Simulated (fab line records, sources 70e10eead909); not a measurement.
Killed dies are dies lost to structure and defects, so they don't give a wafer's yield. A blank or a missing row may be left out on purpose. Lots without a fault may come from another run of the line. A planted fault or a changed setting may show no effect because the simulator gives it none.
Which tool did it? | flow nand_harc | 24 lots, 72 wafers sampled, at 6 steps of a route of 1302

WHAT THE GAUGES READ, wafer by wafer
The record holds no reading of a measuring or inspecting step that can be judged against a usual standard deviation.

WHICH TOOL RAN EACH LOT (tool, then ch and the chambers of the sampled wafers, then the start)
lot  | NHARC_A_CHANNEL_FILL_D2_ALD_03                 | NHARC_A_CHANNEL_FILL_D2_ETCHBACK_19 | NHARC_A_STAIRCASE_DESCUM_11        | NHARC_A_STAIRCASE_TRIM_12          | NHARC_A_STAIRCASE_ETCH_17      | NHARC_A_STAIRCASE_ETCH_27
L074 | ald_sin_batch-02 ch 0, day 14 12:55 or earlier | rie_si-05 ch 0,1,3, day 14 12:55    | rie_diel-01 ch 1,2,3, day 15 15:19 | rie_diel-01 ch 1,2, day 15 15:23   | rie_diel-01 ch 2,3, no start   | rie_diel-01 ch 0,3, no start
L075 | ald_sin_batch-02 ch 0, day 14 20:32 or earlier | rie_si-06 ch 1,2,3, day 14 20:32    | rie_diel-01 ch 0,1,3, day 16 00:29 | rie_diel-01 ch 0,2,3, day 16 00:36 | rie_diel-01 ch 0,1,3, no start | rie_diel-10 ch 0,2,3, no start
L076 | ald_sin_batch-02 ch 0, day 15 01:01 or earlier | rie_si-05 ch 0,2,3, day 15 01:01    | rie_diel-01 ch 0,1,2, day 16 04:03 | rie_diel-01 ch 0,3, day 16 04:08   | rie_diel-01 ch 0,2,3, no start | rie_diel-08 ch 1,2,3, no start
L077 | ald_sin_batch-01 ch 0, day 15 17:20 or earlier | rie_si-01 ch 0,2,3, day 15 17:20    | rie_diel-08 ch 1,2,3, day 16 21:00 | rie_diel-08 ch 1,2, day 16 21:05   | rie_diel-08 ch 0,2, no start   | rie_diel-10 ch 0,2, no start
L078 | ald_sin_batch-02 ch 0, day 15 23:03 or earlier | rie_si-01 ch 0,1,2, day 15 23:03    | rie_diel-10 ch 1,2,3, day 17 01:50 | rie_diel-10 ch 2,3, day 17 01:55   | rie_diel-10 ch 0,1,2, no start | rie_diel-08 ch 0,2, no start
L079 | ald_sin_batch-02 ch 0, day 15 23:02 or earlier | rie_si-06 ch 1,2,3, day 15 23:02    | rie_diel-10 ch 0,1,2, day 17 02:07 | rie_diel-10 ch 2,3, day 17 02:16   | rie_diel-10 ch 0,2, no start   | rie_diel-10 ch 1,2, no start
L080 | ald_sin_batch-03 ch 0, day 16 20:03 or earlier | rie_si-06 ch 0,2, day 16 20:03      | rie_diel-08 ch 0,2,3, day 17 22:37 | rie_diel-08 ch 1,2,3, day 17 22:40 | rie_diel-08 ch 0,2, no start   | rie_diel-10 ch 0,1,3, no start
L081 | ald_sin_batch-03 ch 0, day 16 20:03 or earlier | rie_si-01 ch 0,2,3, day 16 20:03    | rie_diel-01 ch 0,2, day 17 22:53   | rie_diel-01 ch 0,1,3, day 17 23:43 | rie_diel-01 ch 0,2,3, no start | rie_diel-10 ch 1,2,3, no start
L082 | ald_sin_batch-02 ch 0, day 17 21:09 or earlier | rie_si-05 ch 0,2, day 17 21:09      | rie_diel-08 ch 0,2, day 19 02:12   | rie_diel-08 ch 2,3, day 19 02:17   | rie_diel-08 ch 2,3, no start   | rie_diel-01 ch 0,2,3, no start
L083 | ald_sin_batch-02 ch 0, day 17 21:08 or earlier | rie_si-06 ch 1,2,3, day 17 21:08    | rie_diel-10 ch 0,1, day 19 01:55   | rie_diel-10 ch 0,1,3, day 19 02:02 | rie_diel-10 ch 0,1, no start   | rie_diel-10 ch 0,2,3, no start
L084 | ald_sin_batch-02 ch 0, day 18 19:50 or earlier | rie_si-05 ch 1,2, day 18 19:50      | rie_diel-08 ch 1,2, day 19 23:19   | rie_diel-08 ch 0,1,3, day 19 23:26 | rie_diel-08 ch 0,1, no start   | rie_diel-10 ch 0,2,3, no start
L085 | ald_sin_batch-02 ch 0, day 18 19:52 or earlier | rie_si-01 ch 1,2,3, day 18 19:52    | rie_diel-08 ch 0,3, day 19 23:37   | rie_diel-08 ch 0,3, day 19 23:44   | rie_diel-08 ch 1,2,3, no start | rie_diel-08 ch 1,2, no start
L086 | ald_sin_batch-02 ch 0, day 19 16:26 or earlier | rie_si-06 ch 0,2,3, day 19 16:26    | rie_diel-10 ch 0,3, day 20 22:18   | rie_diel-10 ch 0,1,3, day 20 22:26 | rie_diel-10 ch 0,2,3, no start | rie_diel-10 ch 0,1, no start
L087 | ald_sin_batch-02 ch 0, day 19 16:27 or earlier | rie_si-01 ch 0,2,3, day 19 16:27    | rie_diel-01 ch 0,1,2, day 20 22:29 | rie_diel-01 ch 0,1,3, day 20 22:35 | rie_diel-01 ch 2,3, no start   | rie_diel-01 ch 0,2,3, no start
L088 | ald_sin_batch-02 ch 0, day 20 19:06 or earlier | rie_si-06 ch 1,2,3, day 20 19:06    | rie_diel-10 ch 0,1,3, day 21 21:58 | rie_diel-10 ch 1,2, day 21 22:01   | rie_diel-10 ch 1,2,3, no start | rie_diel-01 ch 0,3, no start
L089 | ald_sin_batch-02 ch 0, day 20 19:05 or earlier | rie_si-05 ch 0,3, day 20 19:05      | rie_diel-10 ch 0,2, day 21 21:45   | rie_diel-10 ch 1,2, day 21 21:50   | rie_diel-10 ch 0,2,3, no start | rie_diel-08 ch 1,2,3, no start
L091 | ald_sin_batch-02 ch 0, day 21 06:23 or earlier | rie_si-06 ch 0,1, day 21 06:23      | rie_diel-01 ch 0,2, day 22 09:10   | rie_diel-01 ch 0,1,3, day 22 09:16 | rie_diel-01 ch 0,1,3, no start | rie_diel-01 ch 0,1, no start
L090 | ald_sin_batch-01 ch 0, day 21 06:22 or earlier | rie_si-01 ch 1,2, day 21 06:22      | rie_diel-10 ch 0,2,3, day 22 09:05 | rie_diel-10 ch 0,2, day 22 09:11   | rie_diel-10 ch 0,1,3, no start | rie_diel-10 ch 0,1,2, no start
L092 | ald_sin_batch-02 ch 0, day 22 02:12 or earlier | rie_si-01 ch 0,1,3, day 22 02:12    | rie_diel-08 ch 0,2,3, day 23 05:53 | rie_diel-08 ch 1,2,3, day 23 05:58 | rie_diel-08 ch 0,1,3, no start | rie_diel-01 ch 0,2,3, no start
L093 | ald_sin_batch-01 ch 0, day 22 20:25 or earlier | rie_si-06 ch 0,1,3, day 22 20:25    | rie_diel-10 ch 0,3, day 23 23:28   | rie_diel-10 ch 0,1, day 23 23:34   | rie_diel-10 ch 0,2,3, no start | rie_diel-01 ch 0,1, no start
L094 | ald_sin_batch-01 ch 0, day 22 20:23 or earlier | rie_si-05 ch 0,2,3, day 22 20:23    | rie_diel-10 ch 0,1,3, day 24 00:27 | rie_diel-10 ch 0,1, day 24 00:32   | rie_diel-10 ch 0,3, no start   | rie_diel-10 ch 2,3, no start
L095 | ald_sin_batch-01 ch 0, day 22 20:23 or earlier | rie_si-01 ch 0,2,3, day 22 20:23    | rie_diel-01 ch 0,3, day 23 23:53   | rie_diel-01 ch 1,2, day 23 23:59   | rie_diel-01 ch 0,3, no start   | rie_diel-10 ch 1,2,3, no start
L096 | ald_sin_batch-03 ch 0, day 23 11:29 or earlier | rie_si-05 ch 0,1,3, day 23 11:29    | rie_diel-08 ch 0,1,3, day 24 14:54 | rie_diel-08 ch 0,1,3, day 24 14:59 | rie_diel-08 ch 0,2,3, no start | rie_diel-08 ch 0,1,3, no start
L097 | ald_sin_batch-02 ch 0, day 24 07:58 or earlier | rie_si-05 ch 1,2,3, day 24 07:58    | rie_diel-10 ch 0,2,3, day 25 10:55 | rie_diel-10 ch 0,1,2, day 25 11:00 | rie_diel-10 ch 0,1,3, no start | rie_diel-10 ch 0,1,3, no start
- NHARC_A_CHANNEL_FILL_D2_ALD_03: deposits SiNx, target thk 6 nm, pulse time 60 s, ald cycles 58.
- NHARC_A_CHANNEL_FILL_D2_ETCHBACK_19: etches the open film in HBr/Cl2, target depth 5 nm, time 1.7 s.
- NHARC_A_STAIRCASE_DESCUM_11: chemistry O2, time 3 s.
- NHARC_A_STAIRCASE_TRIM_12: chemistry O2, time 211.2 s.
- NHARC_A_STAIRCASE_ETCH_17: etches the open film in C4F8/O2, target depth 100 nm, time 40.5 s.
- NHARC_A_STAIRCASE_ETCH_27: etches the open film in C4F8/O2, target depth 100 nm, time 40.5 s.

WHAT THE TOOLS THEMSELVES READ (means of the sampled wafers that have a number; where no wafer has one, the mark that the record gives instead)
NHARC_A_CHANNEL_FILL_D2_ALD_03.
lot  | tool             | precursor_pulse_height_rel
L074 | ald_sin_batch-02 | 0.995
L075 | ald_sin_batch-02 | 1.009
L076 | ald_sin_batch-02 | 1.014
L077 | ald_sin_batch-01 | 0.999
L078 | ald_sin_batch-02 | 0.990
L079 | ald_sin_batch-02 | 0.989
L080 | ald_sin_batch-03 | 1.014
L081 | ald_sin_batch-03 | 1.015
L082 | ald_sin_batch-02 | 1.011
L083 | ald_sin_batch-02 | 1.007
L084 | ald_sin_batch-02 | 1.000
L085 | ald_sin_batch-02 | 1.010
L086 | ald_sin_batch-02 | 0.984
L087 | ald_sin_batch-02 | 0.996
L088 | ald_sin_batch-02 | 1.015
L089 | ald_sin_batch-02 | 1.003
L091 | ald_sin_batch-02 | 0.983
L090 | ald_sin_batch-01 | 0.992
L092 | ald_sin_batch-02 | 1.000
L093 | ald_sin_batch-01 | 1.003
L094 | ald_sin_batch-01 | 0.988
L095 | ald_sin_batch-01 | 1.000
L096 | ald_sin_batch-03 | 0.991
L097 | ald_sin_batch-02 | 1.001

NHARC_A_CHANNEL_FILL_D2_ETCHBACK_19.
lot  | tool      | drypump_motor_current_A (A) | oes_product_au (a.u.) | throttle_valve_pct (%)
L074 | rie_si-05 | 5.4                         | 0.996                 | 26.402
L075 | rie_si-06 | 5.9                         | 1.000                 | 26.400
L076 | rie_si-05 | 5.5                         | 0.994                 | 26.403
L077 | rie_si-01 | 6.1                         | 1.005                 | 26.408
L078 | rie_si-01 | 6.2                         | 1.006                 | 26.406
L079 | rie_si-06 | 5.8                         | 1.002                 | 26.398
L080 | rie_si-06 | 5.7                         | 1.010                 | 26.411
L081 | rie_si-01 | 6.1                         | 1.004                 | 26.406
L082 | rie_si-05 | 6.0                         | 0.994                 | 26.413
L083 | rie_si-06 | 5.8                         | 0.998                 | 26.403
L084 | rie_si-05 | 6.4                         | 0.988                 | 26.412
L085 | rie_si-01 | 5.9                         | 1.003                 | 26.397
L086 | rie_si-06 | 5.6                         | 1.000                 | 26.401
L087 | rie_si-01 | 6.1                         | 0.992                 | 26.407
L088 | rie_si-06 | 5.9                         | 0.993                 | 26.400
L089 | rie_si-05 | 5.0                         | 0.990                 | 26.404
L091 | rie_si-06 | 5.8                         | 0.993                 | 26.405
L090 | rie_si-01 | 6.1                         | 1.005                 | 26.412
L092 | rie_si-01 | 6.1                         | 1.001                 | 26.401
L093 | rie_si-06 | 5.8                         | 0.992                 | 26.411
L094 | rie_si-05 | 5.5                         | 0.987                 | 26.402
L095 | rie_si-01 | 6.1                         | 0.999                 | 26.412
L096 | rie_si-05 | 5.4                         | 0.995                 | 26.401
L097 | rie_si-05 | 5.9                         | 0.987                 | 26.401

NHARC_A_STAIRCASE_DESCUM_11.
lot  | tool        | drypump_motor_current_A (A) | oes_product_au (a.u.) | rf_vpp_V (V) | showerhead_plenum_p_Torr (Torr) | throttle_valve_pct (%)
L074 | rie_diel-01 | 5.94                        | 1.001                 | 57.7         | 1.86                            | 11.313
L075 | rie_diel-01 | 5.74                        | 1.002                 | 57.2         | 1.87                            | 11.318
L076 | rie_diel-01 | 5.87                        | 1.000                 | 57.2         | 1.86                            | 11.315
L077 | rie_diel-08 | 5.76                        | 1.009                 | 57.1         | 1.91                            | 11.313
L078 | rie_diel-10 | 5.60                        | 1.001                 | 56.2         | 1.87                            | 11.311
L079 | rie_diel-10 | 5.54                        | 1.002                 | 58.1         | 1.86                            | 11.315
L080 | rie_diel-08 | 5.84                        | 1.002                 | 57.3         | 1.82                            | 11.309
L081 | rie_diel-01 | 5.88                        | 0.995                 | 57.5         | 1.84                            | 11.306
L082 | rie_diel-08 | 5.82                        | 0.994                 | 56.9         | 1.80                            | 11.316
L083 | rie_diel-10 | 5.75                        | 0.994                 | 57.5         | 1.95                            | 11.312
L084 | rie_diel-08 | 5.60                        | 1.002                 | 57.1         | 1.97                            | 11.324
L085 | rie_diel-08 | 5.80                        | 1.001                 | 56.9         | 1.80                            | 11.312
L086 | rie_diel-10 | 5.94                        | 1.007                 | 58.1         | 1.90                            | 11.312
L087 | rie_diel-01 | 5.88                        | 0.990                 | 57.0         | 1.85                            | 11.312
L088 | rie_diel-10 | 5.81                        | 1.005                 | 58.0         | 1.95                            | 11.314
L089 | rie_diel-10 | 5.41                        | 1.004                 | 57.2         | 1.90                            | 11.308
L091 | rie_diel-01 | 5.91                        | 0.996                 | 57.5         | 1.83                            | 11.309
L090 | rie_diel-10 | 5.68                        | 0.999                 | 58.4         | 1.90                            | 11.304
L092 | rie_diel-08 | 5.85                        | 0.994                 | 57.0         | 1.80                            | 11.308
L093 | rie_diel-10 | 5.89                        | 1.001                 | 57.8         | 1.88                            | 11.309
L094 | rie_diel-10 | 5.80                        | 0.988                 | 58.0         | 1.94                            | 11.315
L095 | rie_diel-01 | 5.56                        | 0.996                 | 57.4         | 1.84                            | 11.317
L096 | rie_diel-08 | 5.72                        | 1.003                 | 58.4         | 1.99                            | 11.314
L097 | rie_diel-10 | 5.67                        | 1.001                 | 57.4         | 1.89                            | 11.305

NHARC_A_STAIRCASE_TRIM_12.
lot  | tool        | drypump_motor_current_A (A) | oes_product_au (a.u.) | rf_vpp_V (V) | showerhead_plenum_p_Torr (Torr) | throttle_valve_pct (%)
L074 | rie_diel-01 | 6.12                        | 1.004                 | 57.4         | 3.41                            | 17.045
L075 | rie_diel-01 | 5.75                        | 1.002                 | 58.0         | 3.42                            | 17.047
L076 | rie_diel-01 | 5.61                        | 0.996                 | 57.3         | 3.43                            | 17.032
L077 | rie_diel-08 | 5.76                        | 1.003                 | 58.2         | 3.50                            | 17.038
L078 | rie_diel-10 | 5.47                        | 1.003                 | 57.8         | 3.55                            | 17.031
L079 | rie_diel-10 | 5.45                        | 1.009                 | 58.3         | 3.55                            | 17.045
L080 | rie_diel-08 | 5.76                        | 1.003                 | 57.4         | 3.52                            | 17.030
L081 | rie_diel-01 | 5.77                        | 0.993                 | 58.1         | 3.45                            | 17.029
L082 | rie_diel-08 | 5.91                        | 0.999                 | 58.9         | 3.41                            | 17.033
L083 | rie_diel-10 | 5.83                        | 1.008                 | 57.2         | 3.61                            | 17.035
L084 | rie_diel-08 | 5.72                        | 0.997                 | 57.7         | 3.50                            | 17.045
L085 | rie_diel-08 | 5.88                        | 1.000                 | 57.3         | 3.39                            | 17.038
L086 | rie_diel-10 | 5.82                        | 1.001                 | 57.3         | 3.60                            | 17.041
L087 | rie_diel-01 | 5.74                        | 1.003                 | 57.2         | 3.43                            | 17.042
L088 | rie_diel-10 | 5.45                        | 1.001                 | 58.1         | 3.71                            | 17.039
L089 | rie_diel-10 | 5.50                        | 1.002                 | 58.0         | 3.71                            | 17.036
L091 | rie_diel-01 | 5.73                        | 1.005                 | 57.8         | 3.42                            | 17.036
L090 | rie_diel-10 | 5.63                        | 0.999                 | 57.0         | 3.49                            | 17.039
L092 | rie_diel-08 | 5.76                        | 1.009                 | 58.5         | 3.50                            | 17.038
L093 | rie_diel-10 | 5.65                        | 0.992                 | 57.8         | 3.68                            | 17.043
L094 | rie_diel-10 | 5.75                        | 0.988                 | 57.8         | 3.57                            | 17.025
L095 | rie_diel-01 | 6.11                        | 1.000                 | 57.6         | 3.41                            | 17.032
L096 | rie_diel-08 | 5.71                        | 1.001                 | 58.4         | 3.66                            | 17.037
L097 | rie_diel-10 | 5.53                        | 1.005                 | 58.3         | 3.58                            | 17.035

NHARC_A_STAIRCASE_ETCH_17.
lot  | tool        | oes_product_au (a.u.) | rf_vpp_V (V)
L074 | rie_diel-01 | 0.940                 | 891
L075 | rie_diel-01 | 0.946                 | 893
L076 | rie_diel-01 | 0.951                 | 893
L077 | rie_diel-08 | 0.941                 | 887
L078 | rie_diel-10 | 0.926                 | 893
L079 | rie_diel-10 | 0.943                 | 896
L080 | rie_diel-08 | 0.939                 | 889
L081 | rie_diel-01 | 0.931                 | 892
L082 | rie_diel-08 | 0.929                 | 891
L083 | rie_diel-10 | 0.939                 | 898
L084 | rie_diel-08 | 0.940                 | 892
L085 | rie_diel-08 | 0.943                 | 896
L086 | rie_diel-10 | 0.952                 | 894
L087 | rie_diel-01 | 0.950                 | 891
L088 | rie_diel-10 | 0.936                 | 899
L089 | rie_diel-10 | 0.942                 | 896
L091 | rie_diel-01 | 0.951                 | 892
L090 | rie_diel-10 | 0.945                 | 898
L092 | rie_diel-08 | 0.950                 | 894
L093 | rie_diel-10 | 0.944                 | 895
L094 | rie_diel-10 | 0.934                 | 894
L095 | rie_diel-01 | 0.940                 | 891
L096 | rie_diel-08 | 0.945                 | 896
L097 | rie_diel-10 | 0.943                 | 897

NHARC_A_STAIRCASE_ETCH_27.
lot  | tool        | oes_product_au (a.u.) | rf_vpp_V (V)
L074 | rie_diel-01 | 0.947                 | 892
L075 | rie_diel-10 | 0.946                 | 897
L076 | rie_diel-08 | 0.952                 | 896
L077 | rie_diel-10 | 0.946                 | 896
L078 | rie_diel-08 | 0.945                 | 888
L079 | rie_diel-10 | 0.953                 | 893
L080 | rie_diel-10 | 0.953                 | 892
L081 | rie_diel-10 | 0.955                 | 894
L082 | rie_diel-01 | 0.936                 | 891
L083 | rie_diel-10 | 0.953                 | 896
L084 | rie_diel-10 | 0.925                 | 896
L085 | rie_diel-08 | 0.943                 | 900
L086 | rie_diel-10 | 0.945                 | 898
L087 | rie_diel-01 | 0.935                 | 891
L088 | rie_diel-01 | 0.948                 | 892
L089 | rie_diel-08 | 0.946                 | 895
L091 | rie_diel-01 | 0.946                 | 893
L090 | rie_diel-10 | 0.945                 | 899
L092 | rie_diel-01 | 0.947                 | 891
L093 | rie_diel-01 | 0.946                 | 892
L094 | rie_diel-10 | 0.938                 | 896
L095 | rie_diel-10 | 0.939                 | 898
L096 | rie_diel-08 | 0.952                 | 900
L097 | rie_diel-10 | 0.957                 | 898

THE ANSWER, worked out from the rows above alone
Rule: what is usual is taken from the lots themselves. Put in order of their means at a reading, lots are off if they are a third of the lots or fewer, leave a main group of 4 or more, and stand apart from it by a gap of 3 or more times the standard deviation of the main group's means; of several such gaps the widest counts. A main group whose means are all the same, to the digits that the tables above print for the reading, isn't used. A lot without any number at a reading at which 4 lots or more have one is off too. The other lots that the step has rows for count as sound. The gauges are gone through in route order, then the tools' own readings, and for those a lot's mean is taken as printed above. The first step at which some lot is off is used, and at that step the reading that is off furthest; a lot without a number counts as furthest.
No lot is off at any reading shown: from this, nothing can be told.

WHAT THE SIMULATOR HAD PUT IN
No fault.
